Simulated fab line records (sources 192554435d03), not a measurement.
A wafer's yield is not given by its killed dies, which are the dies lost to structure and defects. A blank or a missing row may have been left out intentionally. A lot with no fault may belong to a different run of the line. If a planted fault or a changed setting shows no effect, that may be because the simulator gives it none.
3 desks looking at one fault | flow n5_finfet | each desk holds nothing but its own numbers, with what lay behind them at the end

## THE TOOL OWNER'S DESK: litho_track-03
The tool's own readings at N5_BEOL_M15_COAT_60 (time 60 s, resist thk 89 nm): means of the sampled wafers that have a number, for each lot that ran on this tool. If a lot's mean is further than 4 standard deviations from the usual mean, the lot is out of limits and carries the mark OUT (the distance appears in the brackets).
Columns: A = dispense_pressure_kPa at N5_BEOL_M15_COAT_60, usual 50.0 kPa; B = heater_power_total_W at N5_BEOL_M15_COAT_60, usual 391.7 W; C = run_length_s at N5_BEOL_M15_COAT_60, usual 66.05 s
lot  | first seen here | A    | B                | C
L501 | day 10 16:43    | 47.0 | 390.4            | 65.84
L502 | day 11 01:31    | 47.0 | 393.2            | 65.86
L507 | day 11 17:46    | 47.0 | 390.9            | 65.90
L512 | day 16 23:24    | 47.0 | 390.8            | 65.94
L520 | day 18 05:23    | 47.0 | 406.6 (+11) OUT  | 62.62 (-19) OUT
L523 | day 18 06:00    | 47.0 | 401.9 (+7.8) OUT | 63.74 (-13) OUT
L513 | day 18 16:11    | 47.1 | 408.4 (+13) OUT  | 62.65 (-19) OUT
This desk's verdict: out of limits on L513, L520, L523, starting with L520 at day 18 05:23 (heater_power_total_W at N5_BEOL_M15_COAT_60). In limits: L501, L502, L507, L512.

## THE METROLOGY DESK
Means of the sampled wafers that have a number, per lot and without regard to the tool the lot ran on: this is what the gauges read. If a lot's mean is further than 4 standard deviations from the usual mean, the lot is out of limits and carries the mark OUT (the distance appears in the brackets).
Columns: A = cd_nm at N5_BEOL_M15_CD_MEAS_28, usual 407.3 nm
lot  | first seen here | A
L501 | day 10 16:59    | 407.8
L503 | day 10 23:46    | 406.7
L502 | day 11 01:54    | 410.2
L504 | day 11 05:40    | 409.8
L506 | day 11 14:47    | 407.1
L507 | day 11 18:10    | 407.6
L508 | day 12 06:51    | 406.8
L512 | day 16 23:47    | 406.2
L520 | day 18 05:47    | 408.1
L523 | day 18 06:25    | 407.5
L524 | day 18 16:16    | 407.3
L513 | day 18 16:35    | 406.6
Result from this desk: across the 12 lots, nothing is out of limits.

## THE DEFECT DESK
Per lot, the means of the sampled wafers with a number show what the inspections along the route counted. If a lot's mean is further than 4 standard deviations from the usual mean, the lot is out of limits and carries the mark OUT (the distance appears in the brackets).
Columns: A = raw_defect_count at N5_BEOL_M15_INSPECT_30, usual 2.0
lot  | first seen here | A
L501 | day 10 18:35    | 1.7
L503 | day 10 23:49    | 1.3
L502 | day 11 01:58    | 2.3
L504 | day 11 05:43    | 2.0
L506 | day 11 14:50    | 2.0
L507 | day 11 18:13    | 1.7
L508 | day 12 06:54    | 1.3
L512 | day 16 23:51    | 2.7
L520 | day 18 05:50    | 1.0
L523 | day 18 06:28    | 2.0
L524 | day 18 16:19    | 3.0
L513 | day 18 16:38    | 0.5
Result from this desk: across the 12 lots, nothing is out of limits.

## ALL TOGETHER
At day 18 05:23, on L513, L520, L523, the tool owner's desk was in a position to raise an alarm.
From the metrology desk's view, nothing was out of limits.
Nothing out of limits was seen by the defect desk.
The metrology desk has L513, L520, L523 on record, within its limits.
The defect desk has L513, L520, L523 on record, within its limits.
All the named lots went through N5_BEOL_M15_COAT_60 on litho_track-03.

## WHAT THE SIMULATOR HAD INSERTED
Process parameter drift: litho_track-03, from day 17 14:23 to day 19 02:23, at N5_BEOL_M15_COAT_60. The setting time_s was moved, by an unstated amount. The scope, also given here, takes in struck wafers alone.
Lots struck among those shown: L513, L520, L523.
Hours from the fault's start to each desk's first reading out of limits: the tool owner's desk, 15.
